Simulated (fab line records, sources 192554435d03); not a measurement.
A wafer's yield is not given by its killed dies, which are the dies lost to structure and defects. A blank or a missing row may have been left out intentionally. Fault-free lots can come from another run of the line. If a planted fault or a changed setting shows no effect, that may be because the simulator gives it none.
Problem report, 8D (eight disciplines) form, completed by code -- flow n5 finfet -- the parts of the form that need people (team, actions taken, sign-off) are left out

## 1. PROBLEM STATEMENT
Wafers without a fault read 55.0 nm, standard deviation 0.7; trench depth nm at N5_BEOL_M1_OCD_MEAS_38 reads a mean of 66.3 nm on 3 wafers belonging to 2 lots. That puts it +16 standard deviations away from the usual mean.
The first sign was on wafer L448.1 at day 11 00:49, on ocd-02. Wafers with a number at this step in the record: 18, from 6 lots. By rule, "out" or "out of limits" means more than 4 standard deviations away from the usual mean. The rest of the wafers with a number are treated as sound.

## 2. WHAT IT IS, AND WHAT IT ISN'T
question,is,is not
which readings at this step,trench depth nm,-
which lots,"L448, L449","L434, L435, L439, L450"
which wafers of those lots,"L448.1, L448.6, L449.4","L448.5, L449.2, L449.6"
read on which gauges,"ocd-01, ocd-02",-
when,from day 11 00:49,"up to then (10 sound wafers); but 5 sound wafers of L449, L450 came after"

## 3. WHAT RULES OUT EACH SUSPECT
Counting: a tool at a process step up to the reading stays a suspect if it ran every lot that is out. Sound lots after the first of them don't rule it out here, since some wafers of a struck lot are sound.
- the gauge at N5_BEOL_M1_OCD_MEAS_38 has been ruled out. 2 gauges (ocd-01, ocd-02) read the wafers that are out.
- rie diel-02 at N5_BEOL_M1_ETCHBACK_99 (etches SiO2 in CHF3, target depth 5 nm, time 10.4 s): kept. Ran every lot that is out, first one L448 (day 11 00:25); last sound lot up to then L439 (day 9 05:04).
- rie diel-02 at N5_BEOL_M1_ETCH_70 (etches SOC in N2/H2, target depth 80 nm, overetch 16 nm, time 120 s): kept. Ran every lot that is out, first one L448 (day 11 00:28); last sound lot up to then L439 (day 9 05:06).
- rie diel-02 at N5_BEOL_M1_VIA_ETCH_34 (etches the open film in C4F6/O2, target depth 67.8 nm, time 64.4 s): kept. Ran every lot that is out, first one L448 (day 11 00:34); last sound lot up to then L439 (day 9 05:12).
- rie diel-02 at N5_BEOL_M1_TRENCH_ETCH_37 (etches SiOC in C4F6/O2, target depth 55.207 nm, time 29 s): kept. Ran every lot that is out, first one L448 (day 11 00:40); last sound lot up to then L439 (day 9 05:18). Its own oes_ar_750_au, oes_f_703_au, oes_o_777_au, rf fwd power W, rf vpp V readings are out on those wafers.
- rie diel-02 at N5_BEOL_M1_STRIP_97 (strips in N2/H2, time 10 s): kept. Ran every lot that is out, first one L448 (day 11 00:49); last sound lot up to then L439 (day 9 05:28). N5_BEOL_M1_STRIP_97 gives no start for some lots, so the hours and the order of its lots are those of N5_BEOL_M1_OCD_MEAS_38.
- In rie diel-02 at N5_BEOL_M1_ETCHBACK_99, the wafers that are out were processed in chamber 0 and their sound lot-mates in chambers 1, 3.
- In rie diel-02 at N5_BEOL_M1_ETCH_70, the wafers that are out were processed in chamber 0 and their sound lot-mates in chambers 1, 3.
- In rie diel-02 at N5_BEOL_M1_VIA_ETCH_34, the wafers that are out were processed in chamber 0 and their sound lot-mates in chambers 1, 3.
- In rie diel-02 at N5_BEOL_M1_TRENCH_ETCH_37, the wafers that are out were processed in chamber 0 and their sound lot-mates in chambers 1, 3.
- In rie diel-02 at N5_BEOL_M1_STRIP_97, the wafers that are out were processed in chamber 0 and their sound lot-mates in chambers 1, 3.
Left after counting: rie diel-02 at N5_BEOL_M1_ETCHBACK_99, rie diel-02 at N5_BEOL_M1_ETCH_70, rie diel-02 at N5_BEOL_M1_VIA_ETCH_34, rie diel-02 at N5_BEOL_M1_TRENCH_ETCH_37, rie diel-02 at N5_BEOL_M1_STRIP_97.

## 4. THE CAUSE (what the simulator had put in)
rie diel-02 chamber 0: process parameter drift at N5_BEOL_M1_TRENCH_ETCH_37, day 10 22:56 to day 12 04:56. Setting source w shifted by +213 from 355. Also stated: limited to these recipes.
Counting leaves 5 suspects; this tool is one of them.

## 5. THE CHAIN OF EFFECTS, in route order
One row per reading whose mean, taken over the struck wafers that have a number, lies over 3 standard deviations from the usual. Scope: only readings with a usual standard deviation given in the record; hours: median across lots of the time from each lot's start at the first step in this table that gives one to its start at this step; sigmas: change in usual standard deviations.
hours,step,reading,usual,on struck wafers,change,sigmas
0,N5_BEOL_M1_TRENCH_ETCH_37,oes_ar_750_au,0.75 a.u.,1.10,+0.35,+6.6
0,N5_BEOL_M1_TRENCH_ETCH_37,oes_f_703_au,0.75 a.u.,1.44,+0.69,+12
0,N5_BEOL_M1_TRENCH_ETCH_37,oes_o_777_au,0.75 a.u.,1.39,+0.64,+11
0,N5_BEOL_M1_TRENCH_ETCH_37,oes product au,0.74 a.u.,0.95,+0.21,+3.8
0,N5_BEOL_M1_TRENCH_ETCH_37,rf fwd power W,349.3 W,563.6,+214.3,+99 or more
0,N5_BEOL_M1_TRENCH_ETCH_37,rf vpp V,662 V,531,-131,-17
0,N5_BEOL_M1_OCD_MEAS_38,trench depth nm,55.0 nm,66.3,+11.3,+16
Process steps it contains:
- N5_BEOL_M1_TRENCH_ETCH_37: etches SiOC in C4F6/O2, target depth 55.207 nm, time 29 s.
Later measuring or inspecting steps at which every struck wafer that the step has a row for has a number for every such reading, and none has moved that far: N5_BEOL_M4_RC_MEAS_101.

## 6. WHAT WOULD HAVE CAUGHT IT SOONER
2 hours passed between the start of the fault at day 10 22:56 and the first reading out of limits at a measuring or inspecting step in this record, taken at day 11 00:49.
At N5_BEOL_M1_TRENCH_ETCH_37, the tool's own readings (oes_ar_750_au, oes_f_703_au, oes_o_777_au, rf fwd power W, rf vpp V) were out on each struck wafer the step has a row for, so an alarm limit on them would have fired on the first such wafer.
Among the 2 lots that are out, L449 began N5_BEOL_M1_TRENCH_ETCH_37 on rie diel-02 after day 11 00:49. It would have been spared by a hold on the tool at that moment.
